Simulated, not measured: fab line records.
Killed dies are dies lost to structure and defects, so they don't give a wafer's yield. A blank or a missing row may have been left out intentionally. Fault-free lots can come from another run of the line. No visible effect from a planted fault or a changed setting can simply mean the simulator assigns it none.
Matching of chambers + flow n5 finfet + 3 sister chambers for N5_FIN_SAQP_HM_OPEN_73 on rie diel-01
The step chemistry CHF3/O2, target SiO2, stops on a-Si, target depth 12 nm, time 16.8 s. 20 wafers are shown with their chamber, then 7 later ones without.

== WAFERS WITH THEIR CHAMBER ==
| wafer  | chamber | throttle valve pct (%) | drypump motor current A (A) | rf vpp V (V) |
|--------|---------|------------------------|-----------------------------|--------------|
| L074.1 | 2       | 19.1                   | 5.68                        | 534          |
| L074.4 | 0       | 18.3                   | 5.73                        | 526          |
| L074.6 | 2       | 19.1                   | 5.68                        | 533          |
| L076.2 | 2       | 19.1                   | 5.66                        | 534          |
| L076.3 | 0       | 18.3                   | 5.69                        | 524          |
| L076.5 | 0       | 18.3                   | 5.71                        | 526          |
| L077.1 | 1       | 18.9                   | 5.46                        | 526          |
| L077.2 | 0       | 18.3                   | 5.70                        | 526          |
| L077.4 | 1       | 18.9                   | 5.47                        | 527          |
| L083.2 | 2       | 19.1                   | 5.68                        | 533          |
| L083.5 | 1       | 18.9                   | 5.48                        | 527          |
| L083.6 | 2       | 19.1                   | 5.65                        | 533          |
| L086.1 | 1       | 18.9                   | 5.48                        | 526          |
| L086.2 | 0       | 18.4                   | 5.75                        | 526          |
| L086.3 | 2       | 19.1                   | 5.69                        | 532          |
| L089.1 | 1       | 18.9                   | 5.47                        | 526          |
| L089.4 | 0       | 18.4                   | 5.74                        | 525          |
| L089.6 | 2       | 19.2                   | 5.67                        | 533          |
| L090.1 | 2       | 19.2                   | 5.65                        | 533          |
| L090.5 | 2       | 19.2                   | 5.63                        | 534          |

SIGNATURES (means of the wafers above)
| reading                 | chamber 0 | chamber 1 | chamber 2 | scatter within a chamber |
|-------------------------|-----------|-----------|-----------|--------------------------|
| throttle valve pct      | 18.333    | 18.900    | 19.133    | 0.0443                   |
| drypump motor current A | 5.7200    | 5.4720    | 5.6656    | 0.0189                   |
| rf vpp V                | 525.50    | 526.40    | 533.22    | 0.697                    |
Rule: for each reading, subtract the chamber's mean from the wafer's reading, divide by that reading's scatter and square the result; add these up over the readings and take the root, which gives the wafer's distance from the chamber. If the next closest chamber is less than 2 further off than the closest, the wafer can't be placed; otherwise it belongs to the closest. The scatter: the root of (the sum of the squares of (reading less its chamber's mean) over the shown wafers, divided by (wafers less chambers)).

== WAFERS MISSING THEIR CHAMBER ==
| wafer  | throttle valve pct (%) | drypump motor current A (A) | rf vpp V (V) |
|--------|------------------------|-----------------------------|--------------|
| L091.1 | 18.9                   | 5.47                        | 524          |
| L091.4 | 19.2                   | 5.65                        | 534          |
| L095.1 | 18.4                   | 5.76                        | 525          |
| L095.6 | 19.0                   | 5.48                        | 527          |
| L097.1 | 19.2                   | 5.65                        | 533          |
| L097.3 | 19.0                   | 5.47                        | 527          |
| L097.6 | 18.4                   | 5.73                        | 525          |

== CHAMBER TAKEN BY EACH ==
| wafer  | from the rows above | in truth |
|--------|---------------------|----------|
| L091.1 | 1                   | 1        |
| L091.4 | 2                   | 2        |
| L095.1 | 0                   | 0        |
| L095.6 | 1                   | 1        |
| L097.1 | 2                   | 2        |
| L097.3 | 1                   | 1        |
| L097.6 | 0                   | 0        |
Placed correctly: 7 of 7. From these rows, 0 cannot be placed. Placed wrongly: 0.
